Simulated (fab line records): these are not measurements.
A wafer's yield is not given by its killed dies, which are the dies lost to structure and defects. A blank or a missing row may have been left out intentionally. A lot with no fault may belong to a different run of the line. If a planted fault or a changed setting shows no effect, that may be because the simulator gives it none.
Chamber matching :: flow n5_finfet :: 4 sister chambers for N5_BEOL_M0_SAQP_ETCH_83 on rie_diel-03
The step etches SiARC in CF4, target depth 39 nm, time 65 s. 4 wafers are shown with their chamber, then 9 later ones without.

EACH WAFER AND ITS CHAMBER
wafer: L081.5
chamber: 3
drypump_motor_current_A (A): 5.77

wafer: L082.1
chamber: 0
drypump_motor_current_A (A): 6.25

wafer: L082.4
chamber: 2
drypump_motor_current_A (A): 5.70

wafer: L082.6
chamber: 1
drypump_motor_current_A (A): 5.56

WAFERS MISSING THEIR CHAMBER
wafer: L083.2
drypump_motor_current_A (A): 5.58

wafer: L083.4
drypump_motor_current_A (A): 5.80

wafer: L083.6
drypump_motor_current_A (A): 5.80

wafer: L092.1
drypump_motor_current_A (A): 5.79

wafer: L092.2
drypump_motor_current_A (A): 5.58

wafer: L092.5
drypump_motor_current_A (A): 5.59

wafer: L094.2
drypump_motor_current_A (A): 6.27

wafer: L094.3
drypump_motor_current_A (A): 5.79

wafer: L094.6
drypump_motor_current_A (A): 6.27

THE CHAMBER EACH PASSED THROUGH
wafer: L083.2
from the rows above: 1
in truth: 1

wafer: L083.4
from the rows above: 3
in truth: 3

wafer: L083.6
from the rows above: 3
in truth: 3

wafer: L092.1
from the rows above: 3
in truth: 3

wafer: L092.2
from the rows above: 1
in truth: 1

wafer: L092.5
from the rows above: 1
in truth: 1

wafer: L094.2
from the rows above: 0
in truth: 0

wafer: L094.3
from the rows above: 3
in truth: 3

wafer: L094.6
from the rows above: 0
in truth: 0
9 of 9 placed correctly. Number that these rows cannot place: 0. Number placed wrongly: 0.
How it was worked out, from the rows above alone: a wafer's distance from a chamber is the root of the sum, over the readings, of the square of ((its reading less the chamber's mean) divided by the reading's scatter). If the next closest chamber is less than 2 further off than the closest, the wafer can't be placed; otherwise it belongs to the closest. Each chamber's mean is taken over the wafers shown for it. The scatter (one wafer shown for each chamber): square how far every hidden wafer sits from the nearest shown wafer, average those squares and take the square root.
